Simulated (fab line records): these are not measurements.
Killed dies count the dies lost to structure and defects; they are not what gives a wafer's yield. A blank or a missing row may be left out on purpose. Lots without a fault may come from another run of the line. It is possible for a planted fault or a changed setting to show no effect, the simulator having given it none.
A lot that was struck, set against a sound lot / flow n5Finfet / 18 out of 1938 route steps
Sound: the wafers L963.2, L963.3, L963.4. Struck: wafers L964.2, L964.3, L964.6. At the end, the cause is stated.
Order at every step that has rows: each side's tool, ch and its chambers, its first start. Under that, the readings that differ: sound wafers / struck wafers / difference of the means / sigmas: that difference in standard deviations of wafers without a fault.
alike: words and numbers the same on both sides, and readings whose means are apart by under 2 such deviations; not compared: readings that were withheld, readings missing a value for some wafer, numbers with overlapping values and no deviation given by the record, and bounds like >300 which may hide the same value.
A row with sigmas, a row that says differs or no value, or rows on one side alone: a step with any of these is where the two part. When numbers do not overlap yet have no deviation, they are printed without sigmas and do not part them. A reading missing from all wafers of one side parts the sides only when that side holds two or more wafers.

first, 11 steps without rows for these wafers: N5_FIN_SAQP_DESCUM_21 (chemistry O2, time 7.9 s); N5_FIN_SAQP_ETCH_51 (etches SiARC in CF4, target depth 45.5 nm, time 75.8 s); N5_FIN_SAQP_ETCH_52 (etches SOC in N2/H2, target depth 100 nm, overetch 20 nm, time 150 s); N5_FIN_SAQP_STRIP_53 (strips in N2/H2); N5_FIN_SAQP_HM_OPEN_73 (chemistry CHF3/O2, target SiO2, stops on a-Si, target depth 12 nm, time 16.8 s); N5_FIN_SAQP_STRIP_74 (strips in CHF3/O2); N5_FIN_SAQP_MANDREL_ETCH_22 (etches a-Si in HBr/Cl2, stops on SiNx, target depth 60 nm, bt time 10 s, time 30 s); N5_FIN_SAQP_STRIP_55 (strips in N2/H2); N5_FIN_SAQP_STRIP_23 (strips in SPM, time 750 s); N5_FIN_SAQP_SRD_66 (time 30 s); N5_FIN_SAQP_RECESS_75 (chemistry HF/NH3, target SiO2, target depth 14.4 nm, afs cycles 3, sublimation time 60 s).
N5_FIN_SAQP_SPACER1_ALD_24: deposits SiO2, target thk 20.3 nm, pulse time 1 s, purge time 2 s.
  sound on aldSin-04 ch 0,1,3, day 2 17:25; struck on aldSin-04 ch 1,2, day 2 23:25
reading=susceptorTempC (C); sound=299.99 299.77 300.02; struck=291.95 292.08 292.07; difference=-7.89; sigmas=-42
reading=model.SiO2_of_FIN_SAQP_SPACER1_ALD_24.thkNm (nm); sound=20.2 20.2 20.2; struck=21 20.8 21; difference=+1; sigmas=
  alike: heaterPowerW, precursorPulseHeightRel
then, 1 step without rows for these wafers: N5_FIN_SAQP_SPACER1_ETCHBACK_25 (etches SiO2 in CHF3/O2, target depth 24.4 nm, time 12.2 s).
N5_FIN_SAQP_MANDREL1_REMOVE_56: chemistry HBr/Cl2/O2, target a-Si, stops on SiNx, bt time 10 s.
  sound on rieSi-02 ch 0,1,3, day 2 18:16; struck on rieSi-02 ch 1,2,3, day 3 00:14
reading=model.FIN_SAQP.cdNm (nm); sound=20.2 20.4 20.2; struck=21 20.8 21; difference=+1; sigmas=
  alike: HBr_flow_sccm, chamberPressureMTorr, drypumpMotorCurrentA, oesProductAu, throttleValvePct
  not compared: rfHoursCounterH
N5_FIN_SAQP_CD_MEAS_27: the cd target is 20 nm.
  sound on cdSem-02 ch 0, day 2 18:22; struck on cdSem-01 ch 0, day 3 00:20
reading=cdNm (nm); sound=20.45 20.23 20.34; struck=21.27 20.53 20.88; difference=+0.55; sigmas=+3
then, 1 step without rows for these wafers: N5_FIN_SAQP_ETCH_57 (etches SiNx in CH3F/O2, target depth 32.5 nm, time 46.4 s).
-- here the record skips 7 days between the struck wafers' starts before and after, leaving off in module FIN_SAQP and picking up in module BEOL_M4 (first step shown: number 1111 of the route) --
N5_BEOL_M4_RC_MEAS_101:
  sound on prober-02 ch 0, day 10 10:49; struck on prober-01 ch 0, day 10 00:03
  alike: DIBL_N, DIBL_P, IOFF_N, IOFF_P, ION_N, ION_P, SS_N, SS_P, VT_N, VT_P
following that, these wafers have no rows for 1 step: N5_PASSIVATION_PROBE_49.

WHERE THEY PART
At N5_FIN_SAQP_SPACER1_ALD_24 first; at N5_FIN_SAQP_CD_MEAS_27 last (within this record only). Later steps at which nothing parts them and some readings are alike: N5_BEOL_M4_RC_MEAS_101.

WHY: the cause the simulator had injected
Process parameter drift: aldSin-04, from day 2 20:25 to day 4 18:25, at N5_FIN_SAQP_SPACER1_ALD_24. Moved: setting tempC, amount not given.
